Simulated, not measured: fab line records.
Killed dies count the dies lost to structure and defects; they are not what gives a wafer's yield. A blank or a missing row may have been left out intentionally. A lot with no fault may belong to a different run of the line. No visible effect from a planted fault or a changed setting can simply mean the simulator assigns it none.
fab line records -- flow n5_finfet
record: lots: 6, wafers: 18, last_day: 17
route steps=1938 shown WELL_APT@50 PMOS_HMC_CHANNEL_EPI@57
lots untouched by any fault: they come from a run of this same line in which no faults occurred
start_h: start of the lot's first displayed wafer, in hours after the record's first day -- wait_h: hours since the lot's step before -- " the same as in the row above -- L1.1+2: several wafers, shown together as one row -- - no value, or no start was given -- * or withheld: withheld -- < > ~ a bound
route shown NAME@n: NAME is a module with steps in the file, n the number in the route of the first one -- usual: the fault-free wafers' mean and standard deviation -- same: alike in all rows -- chamber/n: place in a boat -- sites: per-site readings -- _std_site: the standard deviation of these -- _edge_site: inner sites' mean taken away from outer sites' mean -- radius_mm: for every site, how far away it sits from the centre of the wafer -- mask NAME#n: copy n -- behind: the last tool/chamber to shape the wafer -- hold: reason for holding the lot/hours on hold/outcome of the hold -- device: transistor that didn't switch, given as n, p or np -- end of line: the route-end tests of the same wafers -- for a step that has no rows: nothing shown but its recipe -- killed: the dies lost at the first sort to structure and to defects; this is not the yield of the wafer -- map: the dies of a wafer, with x for killed, . for not killed, _ for no die there
set.NAME: the setting as run; set.NAME@STEP: as run at that earlier step -- model.NAME: the simulator's own value behind a step, which no gauge read
a table for each step, a row for each wafer; lots at some steps of the route
services: when a tool's chamber went out of use (start_h, in hours from the record's first day, below 0 if earlier), for how many hours, and the reason
== steps ==
step: N5_WELL_APT_RTA_34
recipe: temp_c: 1000, time_s: 10, ambient: N2, idle_temp_c: 600, ramp_up_c_per_s: 150, ramp_down_c_per_s: 60, cool_to_c: 600
usual: lamp_power_pct: 13.01/0.052, lamp_zone_3_pct: 12.993/0.03, wafer_temp_C_max: 1003.5/1
same: time_s: 10
lot.wafer,tool,chamber,start_h,wait_h,lamp_power_pct,lamp_zone_3_pct,wafer_temp_C_max
L792.2,rtp_anneal-01,0,45.82,0.2,12.98,12.986,1003.3
L792.3,rtp_anneal-01,0,45.82,0.2,12.96,12.928,1003.2
L792.5,rtp_anneal-01,0,45.82,0.2,13.10,12.969,1003.4
L793.1,rtp_anneal-01,0,52.18,0.2,13.00,13.034,1003.5
L793.2,rtp_anneal-01,0,52.18,0.2,13.12,13.003,1004.2
L793.6,rtp_anneal-01,0,52.18,0.2,13.09,12.975,1002.8
L800.4,rtp_anneal-01,0,93.69,0.1,12.97,12.991,1004.5
L800.5,rtp_anneal-01,0,93.69,0.1,13.03,13.013,1003.5
L800.6,rtp_anneal-01,0,93.69,0.1,13.05,12.966,1003.4
L801.1,rtp_anneal-01,0,99.73,0.0,13.12,13.070,1005.0
L801.3,rtp_anneal-01,0,99.73,0.0,13.00,12.978,1001.7
L801.4,rtp_anneal-01,0,99.73,0.0,13.00,12.968,1003.7
L803.1,rtp_anneal-01,0,112.31,0.0,12.97,12.949,1004.9
L803.4,rtp_anneal-01,0,112.31,0.0,13.08,12.943,1003.1
L803.5,rtp_anneal-01,0,112.31,0.0,13.01,12.990,1003.1
L810.1,rtp_anneal-02,0,153.79,0.1,13.04,12.988,1002.7
L810.2,rtp_anneal-02,0,153.79,0.1,12.98,12.999,1003.2
L810.5,rtp_anneal-02,0,153.79,0.1,13.04,12.978,1002.7
step: N5_WELL_APT_OXIDE_STRIP_42
recipe: chemistry: dHF, dilution: 25:1, time_s: 45, temp_c: 25, target: SiO2, target_depth_a: 120
step: N5_WELL_APT_PRECLEAN_36
recipe: chemistry: O3/DIW, time_s: 45, temp_c: 22, o3_ppm: 10
step: N5_WELL_APT_PRECLEAN_39
recipe: chemistry: dHF, time_s: 60, dilution: 150:1, temp_c: 25
step: N5_WELL_APT_SRD_37
recipe: dry: ipa_marangoni, do_ppb: 5, time_s: 30, temp_c: 23, rinse_liquid: diw
step: N5_WELL_APT_EPI_41
recipe: material: Si, target_thk_a: 500, temp_c: 650, precursor: SiH4/H2, pressure_torr: 20, time_s: 297.7
usual: throttle_valve_pct: 11.4/0.42
same: time_s: 297.7
lot.wafer,tool,chamber,start_h,wait_h,throttle_valve_pct
L792.2,epi_rpcvd-01,0,46.18,0.2,10.9
L792.3,epi_rpcvd-01,0,46.18,0.2,10.7
L792.5,epi_rpcvd-01,0,46.18,0.2,11.1
L793.1,epi_rpcvd-02,0,52.43,0.0,11.7
L793.2,epi_rpcvd-02,0,52.43,0.0,11.8
L793.6,epi_rpcvd-02,0,52.43,0.0,11.7
L800.4,epi_rpcvd-02,0,94.17,0.3,11.6
L800.5,epi_rpcvd-02,0,94.17,0.3,11.4
L800.6,epi_rpcvd-02,0,94.17,0.3,11.7
L801.1,epi_rpcvd-01,0,99.97,0.0,11.0
L801.3,epi_rpcvd-01,0,99.97,0.0,10.8
L801.4,epi_rpcvd-01,0,99.97,0.0,11.0
L803.1,epi_rpcvd-01,0,112.55,0.0,10.6
L803.4,epi_rpcvd-01,0,112.55,0.0,10.8
L803.5,epi_rpcvd-01,0,112.55,0.0,10.7
L810.1,epi_rpcvd-01,0,154.05,0.0,10.8
L810.2,epi_rpcvd-01,0,154.05,0.0,11.0
L810.5,epi_rpcvd-01,0,154.05,0.0,10.9
step: N5_WELL_APT_INSPECT_38
recipe: inspect_instrument: darkfield, mode: post_epi
usual: raw_defect_count: 14/5.4
lot.wafer,tool,chamber,start_h,wait_h,raw_defect_count
L792.2,defect_inspect-02,-,46.90,0.6,12
L792.3,defect_inspect-02,-,46.90,0.6,23
L792.5,defect_inspect-02,-,46.90,0.6,10
L793.1,defect_inspect-02,-,53.27,0.7,4
L793.2,defect_inspect-02,-,53.27,0.7,4
L793.6,defect_inspect-02,-,53.27,0.7,10
L800.4,defect_inspect-02,-,94.51,0.2,12
L800.5,defect_inspect-02,-,94.51,0.2,8
L800.6,defect_inspect-02,-,94.51,0.2,13
L801.1,defect_inspect-01,-,100.61,0.5,15
L801.3,defect_inspect-01,-,100.61,0.5,17
L801.4,defect_inspect-01,-,100.61,0.5,8
L803.1,defect_inspect-02,-,113.38,0.7,13
L803.4,defect_inspect-02,-,113.38,0.7,13
L803.5,defect_inspect-02,-,113.38,0.7,12
L810.1,defect_inspect-01,-,154.68,0.5,22
L810.2,defect_inspect-01,-,154.68,0.5,20
L810.5,defect_inspect-01,-,154.68,0.5,11
step: N5_PMOS_HMC_CHANNEL_EPI_HM_DEP_34
recipe: material: SiO2, target_thk_a: 360, temp_c: 400, precursor: TEOS/O2, pressure_torr: 6.5, rf_w: 900, teos_flow_sccm: 161.4, gas: O2, flow_sccm: 2650, time_s: 6.9
usual: heater_power_w: 567/110, showerhead_plenum_p_Torr: 8.35/0.041, throttle_valve_pct: 18.6/1.1
same: time_s: 6.9
lot.wafer,tool,chamber,start_h,wait_h,heater_power_w,showerhead_plenum_p_Torr,throttle_valve_pct
L792.2,pecvd-03,2,46.94,0.0,692,8.39,17.5
L792.3,pecvd-03,1,46.94,0.0,460,8.37,18.5
L792.5,pecvd-03,2,46.94,0.0,709,8.39,17.6
L793.1,pecvd-03,1,53.31,0.0,457,8.34,18.5
L793.2,pecvd-03,0,53.31,0.0,498,8.39,17.7
L793.6,pecvd-03,2,53.31,0.0,627,8.35,17.7
L800.4,pecvd-01,1,94.56,0.0,434,8.37,18.3
L800.5,pecvd-01,0,94.56,0.0,552,8.36,19.7
L800.6,pecvd-01,2,94.56,0.0,521,8.34,17.5
L801.1,pecvd-02,0,100.65,0.0,743,8.27,19.8
L801.3,pecvd-02,1,100.65,0.0,555,8.33,19.7
L801.4,pecvd-02,0,100.65,0.0,737,8.28,20.1
L803.1,pecvd-01,2,113.42,0.0,488,8.35,17.7
L803.4,pecvd-01,1,113.42,0.0,462,8.37,18.5
L803.5,pecvd-01,0,113.42,0.0,551,8.39,19.6
L810.1,pecvd-03,0,154.72,0.0,587,8.41,17.7
L810.2,pecvd-03,1,154.72,0.0,511,8.38,18.2
L810.5,pecvd-03,0,154.72,0.0,591,8.38,17.7
step: N5_PMOS_HMC_CHANNEL_EPI_COAT_31
recipe: resist: BARC, temp_c: 205, time_s: 60, spin_rpm: 1500, resist_thk_nm: 66
step: N5_PMOS_HMC_CHANNEL_EPI_COAT_03
recipe: resist: CAR-ArF-block, spin_rpm: 1500, resist_thk_nm: 205
step: N5_PMOS_HMC_CHANNEL_EPI_EBR_05
recipe: solvent: PGMEA, ebr_width_mm: 1.5
step: N5_PMOS_HMC_CHANNEL_EPI_SOFTBAKE_04
recipe: temp_c: 110, time_s: 60, resist: CAR-ArF-block
step: N5_PMOS_HMC_CHANNEL_EPI_EXPOSE_06
recipe: mask_id: PMOS_HMC_BLK, na: 1.35, source_shape: conventional, sigma_outer: 0.8, polarization: unpolarized, target_cd_nm: 240, dose_mj: 41
usual: exposure_dose_mJ_cm2: 40.96/0.039, focus_offset_nm: 0.1/0.48
lot.wafer,tool,chamber,start_h,wait_h,mask,exposure_dose_mJ_cm2,focus_offset_nm
L792.2,arfi_scanner-02,-,47.23,-,PMOS_HMC_BLK#0,-,-
L792.3,arfi_scanner-02,-,47.23,-,PMOS_HMC_BLK#0,-,-
L792.5,arfi_scanner-02,-,47.23,-,PMOS_HMC_BLK#0,-,-
L793.1,arfi_scanner-03,-,53.59,-,PMOS_HMC_BLK#0,-,-
L793.2,arfi_scanner-03,-,53.59,-,PMOS_HMC_BLK#0,-,-
L793.6,arfi_scanner-03,-,53.59,-,PMOS_HMC_BLK#0,-,-
L800.4,arfi_scanner-03,0,94.71,-,PMOS_HMC_BLK#0,41.03,0.2
L800.5,arfi_scanner-03,0,94.71,-,PMOS_HMC_BLK#0,40.98,0.7
L800.6,arfi_scanner-03,0,94.71,-,PMOS_HMC_BLK#0,41.01,0.1
L801.1,arfi_scanner-01,0,100.94,-,PMOS_HMC_BLK#0,40.95,0.8
L801.3,arfi_scanner-01,0,100.94,-,PMOS_HMC_BLK#0,41.00,0.3
L801.4,arfi_scanner-01,0,100.94,-,PMOS_HMC_BLK#0,40.90,0.4
L803.1,arfi_scanner-02,0,113.70,-,PMOS_HMC_BLK#0,40.93,0.9
L803.4,arfi_scanner-02,0,113.70,-,PMOS_HMC_BLK#0,40.99,-0.2
L803.5,arfi_scanner-02,0,113.70,-,PMOS_HMC_BLK#0,40.98,0.9
L810.1,arfi_scanner-01,0,154.87,-,PMOS_HMC_BLK#0,40.97,0.1
L810.2,arfi_scanner-01,0,154.87,-,PMOS_HMC_BLK#0,40.92,0.4
L810.5,arfi_scanner-01,0,154.87,-,PMOS_HMC_BLK#0,40.90,-0.2
step: N5_PMOS_HMC_CHANNEL_EPI_PEB_07
recipe: peb_temp_c: 110, peb_time_s: 60, resist: CAR-ArF-block
== services ==
tool,chamber,start_h,hours,kind
rtp_anneal-02,-,29.01,48.5,pm
arfi_scanner-02,-,36.74,6.1,repair
arfi_scanner-02,0,46.78,-,calibration
arfi_scanner-02,-,50.26,5.3,repair
arfi_scanner-01,-,57.95,0.8,pm
arfi_scanner-03,-,68.05,1.0,pm
epi_rpcvd-01,-,75.20,2.8,pm
arfi_scanner-01,-,76.78,1.0,pm
arfi_scanner-03,-,79.01,1.0,pm
arfi_scanner-03,-,81.10,0.8,pm
arfi_scanner-03,-,82.56,1.6,repair
arfi_scanner-02,-,83.95,5.3,repair
arfi_scanner-02,-,89.28,1.0,pm
arfi_scanner-01,-,94.28,1.3,pm
pecvd-02,2,97.22,16.3,repair
pecvd-03,1,113.58,5.5,scheduled_down
arfi_scanner-03,-,117.12,3.9,pm
arfi_scanner-02,-,117.59,1.3,pm
arfi_scanner-03,-,125.77,2.4,repair
epi_rpcvd-02,-,134.45,2.0,repair
arfi_scanner-03,-,135.99,1.3,pm
arfi_scanner-03,-,137.60,1.9,repair
pecvd-01,-,145.65,1.2,repair
pecvd-01,-,154.03,5.5,pm
== key ==
first_sign: step: N5_PMOS_HMC_CHANNEL_EPI_EXPOSE_06, reading: tool_record, direction: missing
effect none on later readings
met_at N5_PMOS_HMC_CHANNEL_EPI_EXPOSE_06
struck_wafers L792.2,L792.3,L792.5,L793.1,L793.2,L793.6
later_rows_left_out L792.2,L792.3,L792.5,L793.1,L793.2,L793.6
sort_left_out L792.2,L792.3,L792.5,L793.1,L793.2,L793.6
fault: kind: skipped_step_whole, tool: arfi_scanner-02,arfi_scanner-03, chamber: -, onset_h: 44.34, steps: N5_PMOS_HMC_CHANNEL_EPI_EXPOSE_06, scope: struck_lots_only
sort_left_out: the simulated sort isn't trusted on such a fault, so these wafers' sort isn't shown, and their yield isn't known
later_rows_left_out: the simulator's readings of these wafers behind a module that went badly wrong aren't trusted and aren't shown, but for the sort
